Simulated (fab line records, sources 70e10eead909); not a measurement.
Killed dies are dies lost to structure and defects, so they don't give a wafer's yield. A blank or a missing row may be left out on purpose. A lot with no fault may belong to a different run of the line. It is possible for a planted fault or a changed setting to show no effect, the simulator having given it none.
fab line records | flow nandHarc
record lots=11 wafers=33 lastDay=28
route steps=1159 shown A_CONTACT@955 A_M0@999 END@1159
lots that met no fault: from a run of the same line without faults
startH: the number of hours between the record's first day and the start of the first shown wafer of the lot | waitH: hours from the lot's prior step to this one | " repeats the value in the row above | L1.1+2: several wafers, shown together as one row | - either no value or no given start | * or withheld: withheld | < > ~ a bound
route shown NAME@n: names a module that has steps shown in the file, with the first one's number in the route | usual: mean/standard deviation of fault-free wafers | same: alike in all rows | chamber/n: place in a boat | sites: each site's reading | _std_site: their standard deviation | _edge_site: outer sites' mean less inner sites' | radiusMm: for every site, how far away it sits from the centre of the wafer | mask NAME#n: copy n | behind: the tool/chamber that last shaped the wafer | hold: reason for holding the lot/hours on hold/outcome of the hold | device: the transistor (n, p or np) that didn't switch | end of line: the same wafers' tests at the end of the route | for a step that has no rows: nothing shown but its recipe | killed: not the wafer's yield, but the dies lost to structure and defects at the first sort | map: a wafer's dies, marking killed ones x, the rest . and places with no die _
set.NAME: the setting the step ran with; set.NAME@STEP: the setting that earlier step ran with | model.NAME: the simulator's own value behind a step, which no gauge read
a sample of lots followed through the steps of the route, with each step as a table and each wafer as a row
services: the hour from which a tool's chamber was out of use, counted from the record's first day as startH (under 0 if before that day), plus the number of hours and why
## steps
# step NHARC_A_CONTACT_ETCH_110
# recipe targetDepthA=500 overetchA=50 timeS=27.5 ionEnergyEv=100 cf4FlowSccm=80 o2FlowSccm=20 arFlowSccm=0 rfW=300 biasW=100 chemistry=CF4/O2
# usual drypumpMotorCurrentA=5.8/0.59 oes_ar_750_au=1.000/0.0046 oesProductAu=0.997/0.0076 rfFwdPowerW=294.6/1.7 rfVppV=197.7/1.4 showerheadPlenumPTorr=1.34/0.054 throttleValvePct=13.398/0.0092
# columns lot.wafer tool chamber startH waitH drypumpMotorCurrentA oes_ar_750_au oesProductAu rfFwdPowerW rfHoursCounterH rfVppV showerheadPlenumPTorr throttleValvePct
L762.1 rieDiel-06 1 470.47 0.1 5.0 0.986 0.998 293.5 11 200.0 1.42 13.409
L762.3 " 2 " " 5.3 1.010 1.001 294.0 11 195.0 1.26 13.402
L762.6 " 0 " " 6.7 0.997 1.009 295.2 - 198.4 1.36 13.391
L759.2 rieDiel-05 0 481.91 0.1 5.3 0.998 0.993 294.6 64 197.7 1.33 13.404
L759.1 " 2 " " 6.4 0.995 0.999 294.9 59 199.4 1.37 13.389
L759.5 " 0 " " 5.3 1.003 0.996 294.8 - 196.4 1.33 13.406
L766.2 rieDiel-05 2 489.10 0.0 6.4 0.997 0.993 296.6 61 198.1 1.37 13.389
L766.1 " 3 " " 5.5 0.987 1.000 291.9 60 196.7 1.27 13.392
L766.5 " 3 " " 5.5 1.001 1.001 292.5 - 197.6 1.27 13.405
L763.4 rieDiel-05 0 495.83 0.1 5.3 0.995 1.002 292.8 68 197.6 1.33 13.370
L763.6 " 1 " " 6.1 1.007 1.004 293.4 - 196.4 1.29 13.380
L763.5 " 2 " " 6.4 1.002 1.008 295.9 - 198.0 1.37 13.405
L765.2 rieDiel-05 1 496.69 0.1 6.1 1.003 0.999 295.5 59 197.1 1.29 13.389
L765.3 " 2 " " 6.4 1.004 0.996 293.7 64 199.8 1.37 13.391
L765.6 " 1 " " 6.1 0.997 1.001 296.4 - 196.5 1.29 13.399
L767.3 rieDiel-06 3 502.36 0.1 5.8 0.996 0.992 296.4 18 198.6 1.39 13.400
L767.2 " 1 " " 5.0 0.995 0.991 294.4 18 200.7 1.42 13.397
L767.5 " 0 " " 6.7 0.999 0.982 293.8 - 197.1 1.36 13.403
L771.2 rieDiel-04 0 511.12 0.1 6.4 1.005 0.997 297.6 11 196.2 1.27 13.392
L771.1 " 2 " " 6.4 1.002 1.009 297.8 14 197.2 1.34 13.394
L771.6 " 3 " " 5.1 0.999 1.002 292.6 - 199.9 1.42 13.403
L772.4 rieDiel-06 1 528.64 0.1 5.0 0.998 1.004 296.1 24 199.3 1.42 13.403
L772.2 " 2 " " 5.3 1.007 1.010 293.5 23 196.5 1.25 13.398
L772.1 " 3 " " 5.9 1.000 0.995 294.6 24 197.8 1.39 13.408
L778.3 rieDiel-06 1 547.37 0.1 5.0 1.002 0.993 293.7 27 200.0 1.41 13.394
L778.1 " 3 " " 5.9 1.001 0.997 294.2 28 197.9 1.39 13.374
L778.6 " 0 " " 6.7 1.004 1.002 293.5 - 199.3 1.36 13.395
L770.3 rieDiel-06 3 559.74 0.1 5.8 0.997 0.993 296.9 30 198.1 1.39 13.413
L770.1 " 1 " " 5.0 1.000 0.986 294.2 30 198.4 1.41 13.392
L770.5 " 0 " " 6.7 1.005 0.988 293.3 - 196.6 1.35 13.407
L781.2 rieDiel-05 0 568.92 0.1 5.2 1.007 0.983 296.9 19 195.0 1.32 13.390
L781.1 " 2 " " 6.4 0.996 0.998 294.9 17 198.8 1.37 13.401
L781.6 " 0 " " 5.2 1.000 0.983 294.7 - 198.7 1.32 13.391
# step NHARC_A_CONTACT_STRIP_26
# recipe o2FlowSccm=500 arFlowSccm=0 biasW=0 chemistry=O2
# usual drypumpMotorCurrentA=5.8/0.59 oesProductAu=0.996/0.0084 rfVppV=57.8/0.94 showerheadPlenumPTorr=3.53/0.14 throttleValvePct=17.037/0.009
# columns lot.wafer tool chamber startH waitH drypumpMotorCurrentA oesProductAu rfHoursCounterH rfVppV showerheadPlenumPTorr throttleValvePct
L762.1 rieDiel-06 3 - - 5.9 0.996 11 58.9 3.67 17.049
L762.3 " 1 " " 5.0 1.006 11 59.4 3.74 17.041
L762.6 " 2 " " 5.3 1.011 - 56.2 3.33 17.061
L759.1 rieDiel-05 0 - - 5.3 0.998 64 56.1 3.51 17.026
L759.2 " 2 " " 6.4 0.997 59 58.6 3.62 17.043
L759.5 " 3 " " 5.5 0.997 - 58.0 3.36 17.019
L766.2 rieDiel-05 1 - - 6.1 1.006 56 56.3 3.43 17.037
L766.1 " 3 " " 5.5 0.995 60 56.6 3.36 17.040
L766.5 " 1 " " 6.1 1.016 - 57.1 3.43 17.043
L763.4 rieDiel-05 0 - - 5.3 0.995 68 58.9 3.50 17.033
L763.6 " 0 " " 5.3 0.985 - 58.6 3.50 17.042
L763.5 " 1 " " 6.1 0.996 - 57.1 3.43 17.033
L765.3 rieDiel-05 1 - - 6.1 1.004 59 59.0 3.43 17.017
L765.2 " 3 " " 5.5 0.999 62 57.5 3.35 17.039
L765.6 " 1 " " 6.1 1.003 - 57.1 3.43 17.038
L767.3 rieDiel-06 3 - - 5.9 0.994 18 57.1 3.67 17.051
L767.2 " 0 " " 6.7 0.996 18 57.7 3.59 17.031
L767.5 " 1 " " 5.0 0.997 - 57.7 3.73 17.041
L771.2 rieDiel-04 0 - - 6.4 0.996 11 56.0 3.36 17.019
L771.1 " 3 " " 5.1 1.002 12 58.6 3.73 17.037
L771.6 " 1 " " 5.4 0.995 - 57.4 3.54 17.050
L772.1 rieDiel-06 2 - - 5.3 1.002 23 58.2 3.32 17.028
L772.4 " 3 " " 5.9 0.988 24 59.1 3.66 17.028
L772.2 " 0 " " 6.7 1.001 25 58.3 3.58 17.038
L778.1 rieDiel-06 1 - - 5.0 0.977 27 58.4 3.73 17.053
L778.3 " 2 " " 5.3 1.005 27 56.1 3.32 17.033
L778.6 " 2 " " 5.3 1.009 - 58.6 3.32 17.050
L770.3 rieDiel-06 1 - - 5.0 0.994 30 59.7 3.73 17.025
L770.1 " 3 " " 5.9 0.990 30 59.2 3.66 17.049
L770.5 " 1 " " 5.0 0.980 - 57.0 3.73 17.035
L781.2 rieDiel-05 3 - - 5.6 0.987 19 56.3 3.34 17.039
L781.1 " 2 " " 6.5 0.994 17 60.1 3.61 17.025
L781.6 " 2 " " 6.5 0.994 - 56.9 3.61 17.044
# step NHARC_A_CONTACT_ALD_18
# recipe targetThkA=30 pulseTimeS=1 aldCycles=150 tempC=450 material=TiN
# usual heaterPowerW=1065/110 precursorPulseHeightRel=1.001/0.021 susceptorTempC=450.02/0.24
# same aldCycles=150
# columns lot.wafer tool chamber startH waitH heaterPowerW precursorPulseHeightRel susceptorTempC
L762.3 aldMetal-03 3 471.27 - 1068 1.006 449.99
L762.1 " 0 " " 905 0.977 450.36
L762.6 " 3 " " 1053 0.997 450.40
L759.1 aldMetal-03 1 482.63 - 1162 1.015 450.28
L759.2 " 3 " " 1096 1.001 450.20
L759.5 " 1 " " 1147 0.979 450.79
L766.2 aldMetal-03 2 489.94 - 1049 0.987 449.77
L766.1 " 0 " " 909 0.991 450.22
L766.5 " 2 " " 1028 0.989 450.04
L763.4 aldMetal-03 0 496.50 - 907 1.014 449.73
L763.6 " 2 " " 1052 1.012 450.24
L763.5 " 3 " " 1051 0.992 450.07
L765.3 aldMetal-01 3 497.34 - 1075 1.046 449.76
L765.2 " 0 " " 1022 1.012 450.05
L765.6 " 3 " " 1085 0.998 450.31
L767.2 aldMetal-01 3 503.04 - 1095 1.015 450.05
L767.3 " 0 " " 1025 1.033 450.13
L767.5 " 0 " " 1023 1.004 450.09
L771.2 aldMetal-01 3 511.80 - 1071 0.951 449.91
L771.1 " 0 " " 1046 1.014 450.34
L771.6 " 2 " " 981 1.006 449.53
L772.1 aldMetal-01 2 529.28 - 1006 0.964 449.85
L772.4 " 3 " " 1103 1.023 450.48
L772.2 " 0 " " 1017 0.973 449.98
L778.3 aldMetal-03 3 548.01 - 1089 1.012 450.26
L778.1 " 2 " " 1062 1.011 450.08
L778.6 " 3 " " 1076 0.990 449.97
L770.1 aldMetal-02 0 560.54 - 964 0.983 449.83
L770.3 " 2 " " 900 1.005 450.29
L770.5 " 3 " " 1169 1.004 450.18
L781.1 aldMetal-02 3 569.65 - 1191 1.009 449.98
L781.2 " 0 " " 963 1.006 449.93
L781.6 " 0 " " 954 1.009 449.76
# step NHARC_A_M0_SOFTBAKE_04
# recipe tempC=105 timeS=55
# usual heaterPowerTotalW=188.46/0.14
# columns lot.wafer tool chamber startH waitH heaterPowerTotalW
L762.1 lithoTrack-04 0 532 - 188.37
L762.3 " 0 " " 188.59
L762.6 " 0 " " 188.48
L759.1 lithoTrack-01 0 536 - 188.33
L759.2 " 0 " " 188.60
L759.5 " 0 " " 188.47
L766.1 lithoTrack-01 0 537 - 188.49
L766.2 " 0 " " 188.44
L766.5 " 0 " " 188.60
L763.4 lithoTrack-01 0 548 - 188.70
L763.5 " 0 " " 188.38
L763.6 " 0 " " 188.33
L765.2 lithoTrack-06 0 548 - 188.34
L765.3 " 0 " " 188.30
L765.6 " 0 " " 188.60
L767.2 lithoTrack-06 0 550 - 188.54
L767.3 " 0 " " 188.53
L767.5 " 0 " " 188.48
L771.1 lithoTrack-06 0 555 - 193.87
L771.2 " 0 " " 193.91
L771.6 " 0 " " 194.00
L772.1 lithoTrack-06 0 578 - 193.65
L772.2 " 0 " " 193.88
L772.4 " 0 " " 193.67
L778.1 lithoTrack-04 0 587 - 188.37
L778.3 " 0 " " 188.65
L778.6 " 0 " " 188.25
L770.1 lithoTrack-04 0 601 - 188.45
L770.3 " 0 " " 188.31
L770.5 " 0 " " 188.54
L781.1 lithoTrack-04 0 611 - 188.27
L781.2 " 0 " " 188.49
L781.6 " 0 " " 188.42
# step NHARC_END_SORT_01
# recipe tempC=25
# usual defectLimitedYield=95.1/1.7 killedAtArray=29/11 killedAtOther=0.5/0.85 killedAtPeriphery=3.0/2.3 killedDies=33/12 killedOpen=3.3/1.9 killedShort=2.0/1.5 sort_bin_2_pct=1.5/0.66 sort_bin_3_pct=0.25/0.21 sort_bin_4_pct=3.1/1.2 sortNPass=644/12 sortRimYieldPct=96.7/2 sortYieldPct=95.1/1.7
# same grossDies=677 sort_bin_5_pct[%]=0 sort_bin_6_pct[%]=0 sort_bin_7_pct[%]=0 sort_bin_8_pct[%]=0 sortRimNGross=106.00
# columns lot.wafer tool chamber startH waitH defectLimitedYield[%] killedAtArray killedAtOther killedAtPeriphery killedDies killedOpen killedShort sort_bin_2_pct[%] sort_bin_3_pct[%] sort_bin_4_pct[%] sortNPass sortRimYieldPct[%] sortYieldPct[%]
L763.4 prober-02 0 602.14 3.4 96.0 21 0 6 27 3 6 1.3 0.74 1.9 650 96.2 96.0
L763.5 prober-02 0 602.95 3.8 97.3 16 0 2 18 2 0 0.9 0.30 1.5 659 96.2 97.3
L763.6 prober-02 0 603.76 4.1 94.7 27 2 7 36 9 3 1.2 0.30 3.8 641 95.3 94.7
# killed by level:class
L763.4 A_CHANNEL_HOLE_D1:chamberFilmFlake=4 A_WL_FILL:geometricParticle:short=3 P_ZERO_WELL:chamberFilmFlake=3 A_CONTACT:chamberFilmFlake=3 A_CHANNEL_FILL_D1:geometricParticle:short=2 A_CONTACT:geometricParticle:open=2 P_M1:chamberFilmFlake=2 A_CHANNEL_FILL_D1:chamberFilmFlake=2
L763.5 A_CHANNEL_HOLE_D1:chamberFilmFlake=7 A_STAIRCASE:chamberFilmFlake=3 P_ZERO_WELL:chamberFilmFlake=2 A_SGD_CUT:chamberFilmFlake=2 A_CHANNEL_FILL_D1:geometricParticle:open=1 A_CONTACT:geometricParticle:open=1 A_WL_FILL:chamberFilmFlake=1 A_CONTACT:chamberFilmFlake=1
L763.6 A_CHANNEL_HOLE_D1:chamberFilmFlake=7 A_CONTACT:geometricParticle:open=4 P_ZERO_WELL:chamberFilmFlake=4 A_CONTACT:chamberFilmFlake=4 A_CHANNEL_FILL_D1:chamberFilmFlake=3 A_SGD_CUT:chamberFilmFlake=3 A_ONON_D1:geometricParticle:short=2 A_CHANNEL_FILL_D1:geometricParticle:open=2
## services
# columns tool chamber startH hours kind
rieDiel-05 3 449.53 12.9 repair
aldMetal-01 - 458.00 10.0 pm
rieDiel-04 3 461.57 8.7 repair
rieDiel-04 - 466.00 9.0 pm
lithoTrack-06 - 467.00 7.0 pm
aldMetal-02 0 471.47 6.4 repair
rieDiel-05 1 481.75 4.3 repair
lithoTrack-04 - 491.00 7.0 pm
aldMetal-02 3 494.00 5.8 repair
aldMetal-03 - 500.00 10.0 pm
aldMetal-02 - 512.06 1.1 repair
rieDiel-05 - 518.18 9.0 pm
aldMetal-01 3 521.35 2.9 repair
rieDiel-05 1 567.24 5.5 repair
rieDiel-06 1 574.00 25.0 repair
aldMetal-03 1 577.11 10.9 repair
rieDiel-06 - 579.84 0.8 repair
rieDiel-05 1 581.50 1.8 repair
rieDiel-06 - 595.70 9.0 pm
aldMetal-03 2 598.81 3.9 repair
rieDiel-05 3 599.95 4.9 repair
rieDiel-05 2 604.59 3.4 repair
aldMetal-03 0 604.73 20.9 repair
aldMetal-03 - 611.60 2.2 repair
## key
firstSign step=NHARC_A_M0_SOFTBAKE_04 reading=heaterPowerTotalW direction=up sigmas=38 usual=* struck=*
effect none on later readings
metAt NHARC_A_M0_SOFTBAKE_04
struckLots L771,L772
notActingAt NHARC_A_CONTACT_ETCH_110,NHARC_A_CONTACT_STRIP_26,NHARC_A_CONTACT_ALD_18
onsetBetween 550 555
fault kind=processParameterDrift tool=lithoTrack-06 chamber=- onsetH=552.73 steps=NHARC_A_M0_SOFTBAKE_04 channel=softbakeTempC offset=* shape=step endH=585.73 actsIn=* stated=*
